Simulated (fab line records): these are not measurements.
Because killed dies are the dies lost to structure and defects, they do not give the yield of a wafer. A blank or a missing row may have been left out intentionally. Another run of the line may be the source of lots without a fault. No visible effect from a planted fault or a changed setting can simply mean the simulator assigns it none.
Which of the tools did it?    flow nandHarc    Sampling: 14 lots, 42 wafers, 4 of 1302 route steps

== WHAT THE GAUGES READ, wafer by wafer ==
NHARC_P_START_INSPECT_01. Usual: rawDefectCount reads 3.7 (standard deviation 1.8).
lot   measured      on                rawDefectCount  flag
L432  day 1 20:02   defectInspect-01  3 5 5           
L433  day 2 06:03   defectInspect-02  5 4 4           
L434  day 2 16:02   defectInspect-02  2 1 4           
L435  day 3 02:02   defectInspect-02  5 4 2           
L438  day 4 08:02   defectInspect-02  3 2 3           
L444  day 6 20:02   defectInspect-01  3 4 5           
L445  day 7 06:02   defectInspect-02  1 5 1           
L446  day 7 16:02   defectInspect-01  3 7 4           
L448  day 8 12:02   defectInspect-02  5 5 6           
L449  day 8 22:02   defectInspect-02  2 2 6           
L451  day 9 18:02   defectInspect-01  5 2 3           
L452  day 10 04:02  defectInspect-02  2 6 2           
L453  day 10 14:02  defectInspect-01  3 6 3           
L454  day 11 00:03  defectInspect-02  4 2 6           

NHARC_P_ZERO_WELL_INSPECT_43. Usual: rawDefectCount reads 14 (standard deviation 6.4).
lot   measured      on                rawDefectCount  flag
L432  day 2 03:26   defectInspect-01  7 9 5           
L433  day 2 13:38   defectInspect-01  17 16 23        
L434  day 2 23:41   defectInspect-01  4 18 8          
L435  day 3 09:41   defectInspect-02  8 18 13         
L438  day 4 15:28   defectInspect-02  20 14 25        
L444  day 7 03:41   defectInspect-02  17 12 23        
L445  day 7 13:31   defectInspect-02  10 8 5          
L446  day 7 23:34   defectInspect-01  13 9 18         
L448  day 8 19:45   defectInspect-02  24 21 34        
L449  day 9 05:43   defectInspect-01  7 6 14          
L451  day 10 01:51  defectInspect-02  19 10 27        
L452  day 10 11:29  defectInspect-02  6 18 11         
L453  day 10 21:34  defectInspect-02  10 21 9         
L454  day 11 07:36  defectInspect-01  19 17 11        

== EACH LOT AND THE TOOL THAT RAN IT (in order: tool; ch and the chambers of the sampled wafers; start) ==
lot   NHARC_P_ZERO_WELL_DEVELOP_36      NHARC_P_ZERO_WELL_DESCUM_39
L432  lithoTrack-05 ch 0, day 1 23:00   rieDiel-13 ch 2,3, day 2 00:08
L433  lithoTrack-02 ch 0, day 2 10:00   rieDiel-13 ch 0,2,3, day 2 10:23
L434  lithoTrack-02, day 2 20:00        rieDiel-01 ch 0,1,3, day 2 20:24
L435  lithoTrack-03, day 3 06:00        rieDiel-13 ch 0,1,2, day 3 06:24
L438  lithoTrack-03 ch 0, day 4 11:00   rieDiel-04 ch 0,2, day 4 12:08
L444  lithoTrack-02 ch 0, day 7 00:00   rieDiel-01 ch 0,1,3, day 7 00:18
L445  lithoTrack-03 ch 0, day 7 10:00   rieDiel-13 ch 0,1,2, day 7 10:17
L446  lithoTrack-05 ch 0, day 7 20:00   rieDiel-13 ch 0,1,2, day 7 20:23
L448  lithoTrack-05 ch 0, day 8 16:00   rieDiel-13 ch 0,1,3, day 8 16:29
L449  lithoTrack-03 ch 0, day 9 02:00   rieDiel-01 ch 0,1,3, day 9 02:34
L451  lithoTrack-02 ch 0, day 9 22:00   rieDiel-04 ch 0,1,2, day 9 22:41
L452  lithoTrack-03 ch 0, day 10 08:00  rieDiel-04 ch 0,1, day 10 08:19
L453  lithoTrack-05 ch 0, day 10 18:00  rieDiel-04 ch 0,1,3, day 10 18:17
L454  lithoTrack-02 ch 0, day 11 04:00  rieDiel-01 ch 0,1,2, day 11 04:20
- NHARC_P_ZERO_WELL_DEVELOP_36: time 70 s.
- NHARC_P_ZERO_WELL_DESCUM_39: chemistry O2, time 3 s.

== WHAT THE TOOLS THEMSELVES READ (means of the sampled wafers that have a number; where no wafer has one, the mark that the record gives instead) ==
NHARC_P_ZERO_WELL_DEVELOP_36. Usual: chillPlateTempC 23.01 C, standard deviation 0.1; exhaustPa 45.2 Pa, standard deviation 0.97; resistLineTempC 23.00 C, standard deviation 0.11.
lot   tool           chillPlateTempC (C)  exhaustPa (Pa)  resistLineTempC (C)  flag
L432  lithoTrack-05  22.91                46.7            23.03                
L433  lithoTrack-02  23.07                45.0            23.01                
L434  lithoTrack-02  -                    -               -                    OFF
L435  lithoTrack-03  -                    -               -                    OFF
L438  lithoTrack-03  23.16                45.2            23.10                
L444  lithoTrack-02  23.02                44.8            22.98                
L445  lithoTrack-03  23.06                43.9            22.96                
L446  lithoTrack-05  23.05                45.8            22.92                
L448  lithoTrack-05  22.99                45.0            22.93                
L449  lithoTrack-03  22.90                45.6            23.07                
L451  lithoTrack-02  23.08                45.5            22.86                
L452  lithoTrack-03  23.09                45.7            22.89                
L453  lithoTrack-05  22.95                43.9            23.09                
L454  lithoTrack-02  23.07                44.1            23.07                

NHARC_P_ZERO_WELL_DESCUM_39. Usual: drypumpMotorCurrentA 5.8 A, standard deviation 0.44; oesProductAu 1.003 a.u., standard deviation 0.012; rfVppV 57.6 V, standard deviation 1; showerheadPlenumPTorr 1.91 Torr, standard deviation 0.11; throttleValvePct 11.311 %, standard deviation 0.0088.
lot   tool        drypumpMotorCurrentA (A)  oesProductAu (a.u.)  rfVppV (V)  showerheadPlenumPTorr (Torr)  throttleValvePct (%)  flag
L432  rieDiel-13  5.5                       0.998                57.2        1.85                          11.307                
L433  rieDiel-13  5.7                       1.001                57.1        1.91                          11.316                
L434  rieDiel-01  5.4                       1.014                57.8        2.02                          11.307                
L435  rieDiel-13  5.9                       1.017                56.3        1.91                          11.314                
L438  rieDiel-04  5.6                       0.993                57.6        1.91                          11.309                
L444  rieDiel-01  5.4                       1.011                57.9        2.01                          11.315                
L445  rieDiel-13  5.9                       1.009                58.1        1.90                          11.314                
L446  rieDiel-13  6.0                       1.010                57.5        1.90                          11.311                
L448  rieDiel-13  6.1                       1.001                56.8        1.87                          11.315                
L449  rieDiel-01  5.3                       1.001                58.5        2.01                          11.311                
L451  rieDiel-04  5.7                       0.997                56.3        1.89                          11.312                
L452  rieDiel-04  5.9                       1.009                56.9        1.88                          11.314                
L453  rieDiel-04  5.9                       0.992                58.0        1.95                          11.308                
L454  rieDiel-01  5.8                       1.010                57.9        1.97                          11.315                

== THE ANSWER, worked out from the rows above alone ==
Rule: a lot is off if the mean of its wafers that have a number lies more than 3 standard deviations from the usual mean. A lot without any number at a reading at which 4 lots or more have one is off too. All remaining lots with rows at the step are treated as sound. Order of review: gauges by route order, followed by the tools' own readings, for which a lot's mean as printed above is used. At the first step where some lot is off, the reading lying furthest off is the one used; lots without a number count as furthest.
Off, at NHARC_P_ZERO_WELL_DEVELOP_36 on chillPlateTempC: L434, L435. Without a number there: L434, L435.
If a tool, at that step or one of the process steps before it, ran each lot that is off and ran no sound lot following the first of them, it fits. None of those tried fits.

== WHAT THE SIMULATOR PUT IN ==
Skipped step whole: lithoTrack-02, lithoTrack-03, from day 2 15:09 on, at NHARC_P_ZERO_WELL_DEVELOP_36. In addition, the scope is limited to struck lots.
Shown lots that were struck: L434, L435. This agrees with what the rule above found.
